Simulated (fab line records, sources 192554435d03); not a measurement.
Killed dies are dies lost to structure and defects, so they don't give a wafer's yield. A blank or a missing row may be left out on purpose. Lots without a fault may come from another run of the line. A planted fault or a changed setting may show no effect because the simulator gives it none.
A struck lot beside a sound one | flow n5_finfet | 37 steps out of a route of 1938
Sound: wafers L485.1, L485.5, L485.6. Struck: wafers L490.2, L490.5, L490.6. The cause comes at the end.
At each step with rows: each side's tool, then ch and its chambers, then its first start. Under that, the readings that differ: sound wafers | struck wafers | difference of the means | sigmas: that difference in standard deviations of wafers without a fault.
alike: readings whose means differ by less than 2 such deviations, and words and numbers that are the same on both sides. not compared: withheld readings, readings that some wafer has no value for, bounds like >300 that may hide the same value, and numbers for which the record gives no deviation and whose values overlap.
The two part at a step that has a row with sigmas, a row that says differs or no value, or rows on one side only. Numbers that don't overlap but have no deviation are shown without sigmas and don't part them. A reading that every wafer of one side lacks parts them only if that side has two wafers or more.

first, 8 steps without rows for these wafers: N5_BEOL_M5_ANNEAL_51 (time 90 s); N5_BEOL_M5_CMP_52 (polishes, stops on SiCOH lowk, t overpolish 6.9 s, target thk 62 nm); N5_BEOL_M5_PRE_CLEAN_77 (time 15 s); N5_BEOL_M5_CO_CAP_78 (material Co, precursor CCTBA/H2, target thk 2 nm, time 102.1 s); N5_BEOL_M5_PRE_CLEAN_55 (time 15 s); N5_BEOL_M5_DEP_56 (deposits SiCN from 3MS/NH3, target thk 8 nm, time 14 s); N5_BEOL_M6_ILD_DEP_00 (deposits SiCOH lowk from DEMS/porogen, target thk 179.75 nm, time 33.4 s); N5_BEOL_M6_CURE_74 (cures SiCOH lowk, time 240 s).
N5_BEOL_M6_PECVD_70: deposits SiO2 from TEOS/O2, target thk 20 nm, time 22.7 s.
  sound on pecvd-04 ch 1,2, day 12 14:19; struck on pecvd-02 ch 0,1,2, day 13 13:20
  reading                                    | sound        | struck         | difference | sigmas
  model.SiO2_of_BEOL_M6_PECVD_70.thk_nm (nm) | 19.8 20.4 20 | 13.8 13.8 13.2 | -6.5       |
  alike: heater_power_w, showerhead_plenum_p_Torr, throttle_valve_pct
then, 25 steps without rows for these wafers: N5_BEOL_M6_HM_DEP_02 (deposits TiN, target thk 20 nm); N5_BEOL_M6_COAT_59 (time 60 s, resist thk 100 nm); N5_BEOL_M6_COAT_60 (time 60 s, resist thk 35 nm); N5_BEOL_M6_COAT_05 (resist thk 90 nm); N5_BEOL_M6_EBR_07; N5_BEOL_M6_SOFTBAKE_06 (time 60 s); N5_BEOL_M6_EXPOSE_08 (exposes mask M6); N5_BEOL_M6_PEB_09 (peb time 60 s); N5_BEOL_M6_DEVELOP_10 (develop time 30 s); N5_BEOL_M6_DESCUM_16 (chemistry O2, time 7.9 s); N5_BEOL_M6_ETCH_61 (etches SiARC in CF4, target depth 45.5 nm, time 75.8 s); N5_BEOL_M6_ETCH_62 (etches SOC in N2/H2, target depth 110 nm, overetch 22 nm, time 165 s); N5_BEOL_M6_STRIP_68 (strips in N2/H2); N5_BEOL_M6_STRIP_67 (strips in CF4); N5_BEOL_M6_HM_OPEN_17 (chemistry Cl2/BCl3, target TiN, target depth 20 nm, overetch 6 nm); N5_BEOL_M6_STRIP_19 (strips in O2); N5_BEOL_M6_COAT_63 (time 60 s, resist thk 60 nm); N5_BEOL_M6_COAT_64 (time 60 s, resist thk 12 nm); N5_BEOL_M6_COAT_71 (time 60 s, resist thk 5 nm); N5_BEOL_M6_COAT_22 (resist thk 30 nm); N5_BEOL_M6_EBR_24; N5_BEOL_M6_SOFTBAKE_23 (time 60 s); N5_BEOL_M6_EXPOSE_25 (exposes mask V5, target cd 40 nm); N5_BEOL_M6_PEB_26 (peb time 60 s); N5_BEOL_M6_DEVELOP_27 (develop time 30 s).
N5_BEOL_M6_HM_STRIP_39: strips TiN in peroxide tin strip, target depth 25 nm, time 158 s.
  sound on wet_bench-06 ch 0,3,7, day 12 20:50; struck on wet_bench-02 ch 1,3,4, day 13 18:50
  reading                                    | sound        | struck       | difference | sigmas
  model.SiO2_of_BEOL_M6_PECVD_70.thk_nm (nm) | 19.6 20.2 20 | 13.6 13.6 13 | -6.5       |
N5_BEOL_M6_CMP_52: polishes, stops on SiCOH lowk, t overpolish 6.9 s, target thk 80 nm.
  sound on cmp-03 ch 0,2,3, day 12 23:27; struck on cmp-02 ch 0,1,3, day 13 21:35
  reading                      | sound          | struck         | difference | sigmas
  barrier_field_endpoint_s (s) | 28.5 29.6 28.2 | 20.2 20.5 21.1 | -8.2       | -11
  alike: clearing_platen_down_force_psi, motor_current_A
then, 1 step without rows for these wafers: N5_PASSIVATION_PROBE_49.

WHERE THEY PART
Only at N5_BEOL_M6_CMP_52, within this record.

WHY: what the simulator had put in
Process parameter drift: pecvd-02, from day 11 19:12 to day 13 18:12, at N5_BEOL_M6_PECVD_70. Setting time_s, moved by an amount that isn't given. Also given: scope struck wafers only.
